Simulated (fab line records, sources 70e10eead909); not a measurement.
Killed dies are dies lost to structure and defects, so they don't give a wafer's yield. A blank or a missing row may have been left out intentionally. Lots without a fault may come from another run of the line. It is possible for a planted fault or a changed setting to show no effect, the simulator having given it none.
Matching of chambers ; flow nand harc ; NHARC_A_CONTACT_DEP_29 on pecvd-02: 3 sister chambers
The step deposits SiON, target thk 100 nm. 6 wafers are shown with their chamber, then 7 later ones without.

EACH WAFER AND ITS CHAMBER
wafer;chamber;heater power w (W)
L077.1;2;763
L083.2;2;746
L083.3;0;702
L083.5;1;685
L085.2;0;718
L085.3;1;698

WAFERS MISSING THEIR CHAMBER
wafer;heater power w (W)
L085.5;695
L090.1;695
L090.5;737
L090.6;774
L095.3;654
L095.4;724
L095.5;724

CHAMBER TAKEN BY EACH
wafer;from the rows above;in truth
L085.5;can't be placed: 1 or 0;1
L090.1;can't be placed: 1 or 0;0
L090.5;can't be placed: 2 or 0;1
L090.6;2;2
L095.3;can't be placed: 1 or 0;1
L095.4;can't be placed: 0 or 2 or 1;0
L095.5;can't be placed: 0 or 2 or 1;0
Placed correctly: 1 of 7. Can't be placed from these rows: 6 (the true chamber is among the candidates in 5). 0 placed wrongly.
How it was worked out, from the rows above alone: a wafer's distance from a chamber is the root of the sum, over the readings, of the square of ((its reading less the chamber's mean) divided by the reading's scatter). The wafer belongs to the nearest chamber; if the next one is less than 2 further off, it can't be placed. Each chamber's mean is taken over the wafers shown for it. The scatter is the square root of a quotient: the sum, over the shown wafers, of each reading's squared deviation from its chamber's mean, divided by wafers minus chambers.
